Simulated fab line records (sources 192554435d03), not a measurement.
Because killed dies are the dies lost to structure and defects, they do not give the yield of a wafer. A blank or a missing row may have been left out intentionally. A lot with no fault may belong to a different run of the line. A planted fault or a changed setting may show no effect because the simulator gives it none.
Which tool did it? -- flow n5-finfet -- 24 lots with 72 wafers sampled at 4 steps, on a route of 1938 steps

WHAT EACH GAUGE READ, for each wafer
N5_BEOL_M11_CD_MEAS_35: the cd target is 70 nm. Usual: cd-nm at 70.1 nm, with a standard deviation of 0.77.
lot,measured,on,cd-nm (nm),flag
L074,day 10 07:58,cd-sem-02,70.3 70.5 71.4,
L075,day 10 22:05,cd-sem-01,69.7 69.6 70.5,
L077,day 11 05:17,cd-sem-02,70.7 70.1 71.7,
L076,day 11 18:56,cd-sem-03,70.0 70.0 69.4,
L078,day 12 03:07,cd-sem-01,69.9 70.5 68.3,
L079,day 12 14:07,cd-sem-02,69.1 69.4 70.6,
L080,day 13 05:41,cd-sem-01,68.8 67.9 70.1,
L081,day 13 06:09,cd-sem-03,69.4 69.7 69.0,
L082,day 13 06:13,cd-sem-02,69.8 69.1 67.9,
L084,day 13 13:37,cd-sem-02,70.4 69.3 68.9,
L083,day 13 18:41,cd-sem-03,69.6 70.6 70.6,
L085,day 13 21:38,cd-sem-02,70.7 71.6 70.5,
L086,day 13 21:49,cd-sem-01,70.5 70.8 71.2,
L088,day 14 06:46,cd-sem-01,71.2 71.4 71.1,
L087,day 14 08:18,cd-sem-03,70.2 69.5 70.0,
L090,day 14 16:55,cd-sem-03,69.8 69.3 69.7,
L089,day 15 02:26,cd-sem-01,71.4 71.1 70.6,
L091,day 15 08:29,cd-sem-03,71.5 68.9 70.3,
L092,day 15 11:23,cd-sem-01,69.8 69.1 69.2,
L093,day 15 19:53,cd-sem-01,69.7 70.3 70.2,
L094,day 15 22:31,cd-sem-03,69.9 70.6 70.1,
L095,day 16 12:01,cd-sem-01,70.1 70.1 70.7,
L096,day 16 15:44,cd-sem-02,70.5 70.4 70.6,
L097,day 16 18:37,cd-sem-02,69.2 69.2 68.5,

N5_BEOL_M12_THK_MEAS_01. Usual: M12_ILD_THK typically reads 662 nm, with standard deviation 9.6.
lot,measured,on,M12_ILD_THK (nm),flag
L074,day 10 11:32,film-metro-02,647 652 656,
L075,day 11 00:39,film-metro-01,673 683 678,
L077,day 11 09:40,film-metro-01,675 679 687,
L076,day 11 23:30,film-metro-01,669 669 677,
L078,day 12 06:36,film-metro-02,657 650 657,
L079,day 12 17:29,film-metro-01,666 677 675,
L080,day 13 08:07,film-metro-02,650 658 659,
L081,day 13 08:26,film-metro-01,659 650 660,
L082,day 13 09:23,film-metro-01,650 644 660,
L084,day 13 16:29,film-metro-01,657 658 662,
L083,day 13 22:27,film-metro-02,649 667 659,
L085,day 13 23:56,film-metro-01,663 665 679,
L086,day 14 00:13,film-metro-02,658 665 666,
L088,day 14 11:12,film-metro-01,668 679 678,
L087,day 14 12:08,film-metro-01,651 661 669,
L090,day 14 20:26,film-metro-01,651 658 664,
L089,day 15 05:14,film-metro-01,650 660 661,
L091,day 15 11:22,film-metro-01,660 668 676,
L092,day 15 15:22,film-metro-02,657 647 666,
L093,day 15 22:04,film-metro-02,648 671 655,
L094,day 16 03:47,film-metro-01,652 666 654,
L095,day 16 16:04,film-metro-02,641 650 644,
L096,day 16 18:39,film-metro-01,652 665 661,
L097,day 16 21:50,film-metro-02,651 651 668,

TOOL THAT RAN EACH LOT (tool first, then ch and the chambers of the sampled wafers, then the start)
lot,N5_BEOL_M11_SPUTTER_48,N5_BEOL_M11_ANNEAL_51
L074,"pvd-sputter-01, day 10 10:13","rtp-anneal-01 ch 0, day 10 10:36"
L075,"pvd-sputter-02, day 10 23:31","rtp-anneal-02 ch 0, day 10 23:44"
L077,"pvd-sputter-02, day 11 08:20","rtp-anneal-02 ch 0, day 11 08:49"
L076,"pvd-sputter-01, day 11 22:01","rtp-anneal-01 ch 0, day 11 22:38"
L078,"pvd-sputter-01, day 12 05:20","rtp-anneal-02 ch 0, day 12 05:34"
L079,"pvd-sputter-02, day 12 16:00","rtp-anneal-02 ch 0, day 12 16:34"
L080,"pvd-sputter-01, day 13 06:58","rtp-anneal-02 ch 0, day 13 07:12"
L081,"pvd-sputter-01, day 13 07:17","rtp-anneal-02 ch 0, day 13 07:31"
L082,"pvd-sputter-02, day 13 08:13","rtp-anneal-02 ch 0, day 13 08:26"
L084,"pvd-sputter-02, day 13 15:02","rtp-anneal-02 ch 0, day 13 15:31"
L083,"pvd-sputter-03, day 13 21:16","rtp-anneal-01 ch 0, day 13 21:38"
L085,"pvd-sputter-02, day 13 22:48","rtp-anneal-01 ch 0, day 13 23:05"
L086,"pvd-sputter-02, day 13 23:00","rtp-anneal-01 ch 0, day 13 23:23"
L088,"pvd-sputter-01, day 14 08:38","rtp-anneal-02 ch 0, day 14 10:05"
L087,"pvd-sputter-01, day 14 09:20","rtp-anneal-01 ch 0, day 14 11:16"
L090,"pvd-sputter-02, day 14 18:41","rtp-anneal-01 ch 0, day 14 19:35"
L089,"pvd-sputter-01, day 15 03:47","rtp-anneal-02 ch 0, day 15 04:19"
L091,"pvd-sputter-02, day 15 09:48","rtp-anneal-01 ch 0, day 15 10:20"
L092,"pvd-sputter-01, day 15 14:12","rtp-anneal-01 ch 0, day 15 14:29"
L093,"pvd-sputter-02, day 15 20:55","rtp-anneal-02 ch 0, day 15 21:11"
L094,"pvd-sputter-01, day 16 02:31","rtp-anneal-02 ch 0, day 16 02:56"
L095,"pvd-sputter-01, day 16 14:40","rtp-anneal-02 ch 0, day 16 14:53"
L096,"pvd-sputter-01, day 16 17:30","rtp-anneal-02 ch 0, day 16 17:49"
L097,"pvd-sputter-02, day 16 20:40","rtp-anneal-01 ch 0, day 16 20:54"
- N5_BEOL_M11_SPUTTER_48: material Cu, target thk 12 nm, time 2 s.
- N5_BEOL_M11_ANNEAL_51: time 90 s.

AS READ BY THE TOOLS THEMSELVES (means over the sampled wafers that have a number; for cases with no such wafer, the mark the record gives instead)
N5_BEOL_M11_SPUTTER_48. Usual: cathode-dc-power-W 26000 W, standard deviation 4.8; throttle-valve-pct 29.8 %, standard deviation 0.89.
lot,tool,cathode-dc-power-W (W),throttle-valve-pct (%),flag
L074,pvd-sputter-01,26002,29.5,
L075,pvd-sputter-02,25999,30.3,
L077,pvd-sputter-02,25997,31.0,
L076,pvd-sputter-01,25993,29.3,
L078,pvd-sputter-01,26001,29.8,
L079,pvd-sputter-02,25998,31.2,
L080,pvd-sputter-01,26000,28.9,
L081,pvd-sputter-01,26004,29.3,
L082,pvd-sputter-02,25998,29.5,
L084,pvd-sputter-02,26000,30.3,
L083,pvd-sputter-03,26003,29.4,
L085,pvd-sputter-02,26001,30.0,
L086,pvd-sputter-02,26002,29.3,
L088,pvd-sputter-01,26005,30.4,
L087,pvd-sputter-01,26000,29.3,
L090,pvd-sputter-02,25995,30.4,
L089,pvd-sputter-01,25997,29.0,
L091,pvd-sputter-02,26001,29.9,
L092,pvd-sputter-01,25998,29.8,
L093,pvd-sputter-02,25996,30.4,
L094,pvd-sputter-01,25993,29.4,
L095,pvd-sputter-01,26001,29.4,
L096,pvd-sputter-01,25997,29.4,
L097,pvd-sputter-02,25998,30.1,

N5_BEOL_M11_ANNEAL_51. Usual: wafer_temp_C_max at 225.68, with a standard deviation of 0.21.
lot,tool,wafer_temp_C_max,flag
L074,rtp-anneal-01,225.72,
L075,rtp-anneal-02,225.96,
L077,rtp-anneal-02,225.58,
L076,rtp-anneal-01,225.44,
L078,rtp-anneal-02,225.81,
L079,rtp-anneal-02,225.78,
L080,rtp-anneal-02,225.57,
L081,rtp-anneal-02,225.62,
L082,rtp-anneal-02,225.62,
L084,rtp-anneal-02,225.59,
L083,rtp-anneal-01,225.61,
L085,rtp-anneal-01,225.42,
L086,rtp-anneal-01,225.69,
L088,rtp-anneal-02,225.83,
L087,rtp-anneal-01,225.75,
L090,rtp-anneal-01,225.58,
L089,rtp-anneal-02,225.79,
L091,rtp-anneal-01,225.82,
L092,rtp-anneal-01,225.42,
L093,rtp-anneal-02,225.67,
L094,rtp-anneal-02,225.79,
L095,rtp-anneal-02,225.84,
L096,rtp-anneal-02,225.67,
L097,rtp-anneal-01,225.56,

THE ANSWER, worked out from the rows above alone
Rule: a lot counts as off when the mean over its wafers that have a number is more than 3 standard deviations away from the usual mean. A lot without any number at a reading at which 4 lots or more have one is off too. The other lots that the step has rows for count as sound. Order of review: gauges by route order, followed by the tools' own readings, for which a lot's mean as printed above is used. At the first step where some lot is off, the reading lying furthest off is the one used; lots without a number count as furthest.
Across all readings shown, no lot is off: no conclusion can be drawn from this.

WHAT THE SIMULATOR PUT IN
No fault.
